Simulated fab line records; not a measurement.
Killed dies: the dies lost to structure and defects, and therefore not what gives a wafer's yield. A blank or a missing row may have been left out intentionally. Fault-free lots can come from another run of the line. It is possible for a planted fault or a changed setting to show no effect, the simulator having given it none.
Which tool was responsible?	flow n5 finfet	24 lots with 72 wafers sampled at 5 steps, on a route of 1938 steps

## WHAT THE GAUGES READ, wafer by wafer
N5_BEOL_M11_OCD_MEAS_38. Usual: trench depth nm 150 nm, standard deviation 3.
lot	measured	on	trench depth nm (nm)	flag
L075	day 10 19:06	ocd-01	145 151 143	
L076	day 11 02:57	ocd-02	153 145 146	
L074	day 11 05:34	ocd-02	149 153 152	
L077	day 11 11:31	ocd-02	146 147 147	
L079	day 12 10:47	ocd-02	147 148 143	
L078	day 12 11:11	ocd-02	152 149 147	
L082	day 12 17:47	ocd-02	152 143 152	
L080	day 12 17:58	ocd-01	151 149 149	
L081	day 12 19:49	ocd-01	150 151 152	
L083	day 13 04:49	ocd-01	146 147 147	
L085	day 13 05:12	ocd-02	153 149 151	
L084	day 13 05:17	ocd-01	148 151 148	
L087	day 14 02:05	ocd-02	151 155 148	
L086	day 14 03:02	ocd-01	148 151 154	
L088	day 14 05:03	ocd-02	151 150 147	
L089	day 14 13:04	ocd-02	148 148 147	
L090	day 14 20:50	ocd-01	148 151 149	
L091	day 14 23:04	ocd-02	148 148 154	
L092	day 15 05:00	ocd-02	148 148 154	
L095	day 15 18:42	ocd-02	152 151 153	
L093	day 16 02:08	ocd-01	148 150 151	
L096	day 16 10:31	ocd-01	158 153 151	
L094	day 16 10:50	ocd-02	151 153 149	
L097	day 16 18:07	ocd-02	153 148 146	

N5_BEOL_M11_THK_MEAS_53: measures by xrf. Usual: M11_THK 142 nm, standard deviation 3.
lot	measured	on	M11_THK (nm)	flag
L075	day 10 22:44	film metro-01	139 146 139	
L076	day 11 06:47	film metro-01	143 135 138	
L074	day 11 07:40	film metro-02	144 147 146	
L077	day 11 13:46	film metro-01	140 140 139	
L079	day 12 13:35	film metro-02	141 142 138	
L078	day 12 14:53	film metro-02	144 140 139	
L082	day 12 20:16	film metro-01	148 136 147	
L080	day 12 20:59	film metro-02	141 143 143	
L081	day 12 22:08	film metro-02	143 146 146	
L083	day 13 09:01	film metro-02	139 141 139	
L085	day 13 09:12	film metro-02	143 142 143	
L084	day 13 09:54	film metro-02	141 146 141	
L087	day 14 05:33	film metro-01	142 146 139	
L086	day 14 06:36	film metro-01	140 143 146	
L088	day 14 09:46	film metro-02	143 146 139	
L089	day 14 15:53	film metro-01	140 144 140	
L090	day 15 00:43	film metro-01	141 145 142	
L091	day 15 01:26	film metro-01	138 138 143	
L092	day 15 07:55	film metro-02	137 139 144	
L095	day 15 20:55	film metro-02	144 145 146	
L093	day 16 05:19	film metro-01	140 142 141	
L096	day 16 13:34	film metro-02	150 144 142	
L094	day 16 13:43	film metro-02	144 146 142	
L097	day 16 22:49	film metro-01	145 140 138	

N5_BEOL_M12_CD_MEAS_28: target cd 160.2 nm. Usual: cd nm 159.8 nm, standard deviation 1.6.
lot	measured	on	cd nm (nm)	flag
L075	day 11 00:28	cd sem-01	159.0 158.3 159.4	
L076	day 11 08:20	cd sem-01	159.8 159.3 159.6	
L074	day 11 09:27	cd sem-02	161.4 160.3 158.5	
L077	day 11 15:26	cd sem-02	161.1 159.8 161.4	
L079	day 12 15:13	cd sem-02	161.2 159.6 156.5	
L078	day 12 17:40	cd sem-01	158.8 160.8 161.8	
L082	day 12 22:02	cd sem-01	160.2 159.9 160.4	
L080	day 12 22:41	cd sem-01	160.6 160.3 158.4	
L081	day 13 00:04	cd sem-03	158.1 157.9 158.9	
L083	day 13 10:33	cd sem-02	158.7 160.7 159.1	
L085	day 13 10:52	cd sem-03	158.4 158.6 157.5	
L084	day 13 11:50	cd sem-02	158.4 160.2 158.0	
L087	day 14 07:20	cd sem-02	157.5 158.0 159.5	
L086	day 14 08:16	cd sem-03	156.7 159.7 154.4	
L088	day 14 11:32	cd sem-03	161.1 158.4 158.8	
L089	day 14 17:32	cd sem-03	160.4 160.1 161.9	
L090	day 15 02:23	cd sem-03	157.7 159.9 159.2	
L091	day 15 02:58	cd sem-03	159.4 161.0 159.2	
L092	day 15 09:26	cd sem-02	160.6 161.1 161.1	
L095	day 15 22:35	cd sem-01	162.9 158.4 159.4	
L093	day 16 07:15	cd sem-03	162.2 160.2 160.9	
L096	day 16 15:05	cd sem-03	161.9 159.4 160.1	
L094	day 16 15:23	cd sem-03	159.2 160.7 158.9	
L097	day 17 00:23	cd sem-01	162.5 161.9 164.2	

## TOOL THAT RAN EACH LOT (tool first, then ch and the chambers of the sampled wafers, then the start)
lot	N5_BEOL_M11_ETCH_62	N5_BEOL_M11_DEGAS_44
L075	rie diel-03 ch 0,1,2, day 10 16:59	pvd sputter-02, day 10 20:07
L076	rie diel-05 ch 2,3, day 10 23:59	pvd sputter-03, day 11 03:31
L074	rie diel-06 ch 0,1,3, day 11 03:18	pvd sputter-03, day 11 06:13
L077	rie diel-06 ch 0,1,3, day 11 10:00	pvd sputter-02, day 11 12:03
L079	rie diel-03 ch 0,1,3, day 12 08:49	pvd sputter-03, day 12 11:35
L078	rie diel-05 ch 0,2,3, day 12 09:25	pvd sputter-02, day 12 12:39
L082	rie diel-03 ch 2,3, day 12 14:40	pvd sputter-01, day 12 18:29
L080	rie diel-03 ch 1,3, day 12 15:02	pvd sputter-01, day 12 18:52
L081	rie diel-05 ch 1,2, day 12 18:25	pvd sputter-02, day 12 20:38
L083	rie diel-06 ch 1,2,3, day 13 00:54	pvd sputter-01, day 13 05:38
L085	rie diel-06 ch 1,3, day 13 01:35	pvd sputter-01, day 13 07:46
L084	rie diel-06 ch 1,3, day 13 03:09	pvd sputter-03, day 13 08:04
L087	rie diel-03 ch 0,1,2, day 13 22:26	pvd sputter-01, day 14 04:06
L086	rie diel-05 ch 1,2,3, day 14 00:19	pvd sputter-03, day 14 04:53
L088	rie diel-06 ch 0,2,3, day 14 03:27	pvd sputter-03, day 14 07:50
L089	rie diel-06 ch 0,1,3, day 14 10:01	pvd sputter-03, day 14 13:58
L090	rie diel-05 ch 1,2,3, day 14 19:01	pvd sputter-03, day 14 23:00
L091	rie diel-03 ch 0,1,3, day 14 19:54	pvd sputter-03, day 14 23:50
L092	rie diel-06 ch 0,1,2, day 15 03:35	pvd sputter-02, day 15 05:32
L095	rie diel-03 ch 0,1,2, day 15 16:23	pvd sputter-02, day 15 19:16
L093	rie diel-03 ch 1,3, day 16 00:41	pvd sputter-02, day 16 03:04
L096	rie diel-06 ch 0,1,3, day 16 09:01	pvd sputter-01, day 16 12:09
L094	rie diel-03 ch 1,2,3, day 16 09:11	pvd sputter-02, day 16 12:13
L097	rie diel-06 ch 1,2,3, day 16 16:44	pvd sputter-02, day 16 18:38
- N5_BEOL_M11_ETCH_62: etches SOC in N2/H2, target depth 110 nm, overetch 22 nm, time 165 s.
- N5_BEOL_M11_DEGAS_44: time 60 s.

## AS READ BY THE TOOLS THEMSELVES (means over the sampled wafers that have a number; for cases with no such wafer, the mark the record gives instead)
N5_BEOL_M11_ETCH_62. Usual: drypump motor current A 5.41 A, standard deviation 0.27; oes product au 0.67 a.u., standard deviation 0.077; rf vpp V 524.5 V, standard deviation 1.9; showerhead plenum p Torr 2.57 Torr, standard deviation 0.062; throttle valve pct 17.9 %, standard deviation 0.3.
lot	tool	drypump motor current A (A)	oes product au (a.u.)	rf vpp V (V)	showerhead plenum p Torr (Torr)	throttle valve pct (%)	flag
L075	rie diel-03	5.50	0.62	524.8	2.56	17.7	
L076	rie diel-05	5.56	0.71	523.8	2.57	17.8	
L074	rie diel-06	5.29	0.66	525.8	2.60	17.8	
L077	rie diel-06	5.29	0.65	525.8	2.60	17.8	
L079	rie diel-03	5.46	0.68	525.6	2.59	17.7	
L078	rie diel-05	5.35	0.72	524.5	2.58	17.9	
L082	rie diel-03	5.18	0.79	524.6	2.58	17.8	
L080	rie diel-03	5.19	0.74	526.9	2.63	17.8	
L081	rie diel-05	5.54	0.74	523.7	2.52	17.5	
L083	rie diel-06	5.57	0.65	524.2	2.56	18.1	
L085	rie diel-06	5.41	0.70	524.5	2.58	17.8	
L084	rie diel-06	5.38	0.64	523.4	2.55	17.9	
L087	rie diel-03	5.49	0.67	524.3	2.55	17.7	
L086	rie diel-05	5.49	0.68	524.1	2.52	17.7	
L088	rie diel-06	5.44	0.60	524.0	2.57	18.2	
L089	rie diel-06	5.28	0.64	525.2	2.59	17.9	
L090	rie diel-05	5.49	0.68	524.2	2.52	17.7	
L091	rie diel-03	5.46	0.66	525.3	2.59	17.7	
L092	rie diel-06	5.48	0.64	525.4	2.59	18.0	
L095	rie diel-03	5.49	0.66	524.4	2.54	17.7	
L093	rie diel-03	5.24	0.67	526.2	2.64	17.7	
L096	rie diel-06	5.28	0.63	525.2	2.59	17.9	
L094	rie diel-03	5.22	0.70	525.5	2.58	17.8	
L097	rie diel-06	5.56	0.63	524.0	2.55	18.1	

N5_BEOL_M11_DEGAS_44. Usual: heater power w 337 W, standard deviation 35.
lot	tool	heater power w (W)	flag
L075	pvd sputter-02	358	
L076	pvd sputter-03	344	
L074	pvd sputter-03	321	
L077	pvd sputter-02	352	
L079	pvd sputter-03	326	
L078	pvd sputter-02	345	
L082	pvd sputter-01	315	
L080	pvd sputter-01	330	
L081	pvd sputter-02	388	
L083	pvd sputter-01	342	
L085	pvd sputter-01	330	
L084	pvd sputter-03	329	
L087	pvd sputter-01	323	
L086	pvd sputter-03	347	
L088	pvd sputter-03	318	
L089	pvd sputter-03	346	
L090	pvd sputter-03	329	
L091	pvd sputter-03	323	
L092	pvd sputter-02	353	
L095	pvd sputter-02	365	
L093	pvd sputter-02	349	
L096	pvd sputter-01	333	
L094	pvd sputter-02	355	
L097	pvd sputter-02	386	

## THE ANSWER, worked out from the rows above alone
Rule: a lot counts as off when the mean over its wafers that have a number is more than 3 standard deviations away from the usual mean. A lot without any number at a reading at which 4 lots or more have one is off too. Where the step has rows for the other lots, those lots are counted as sound. The gauges are gone through in route order, then the tools' own readings, and for those a lot's mean is taken as printed above. At the first step where some lot is off, the reading lying furthest off is the one used; lots without a number count as furthest.
Across all readings shown, no lot is off: no conclusion can be drawn from this.

## WHAT THE SIMULATOR PUT IN
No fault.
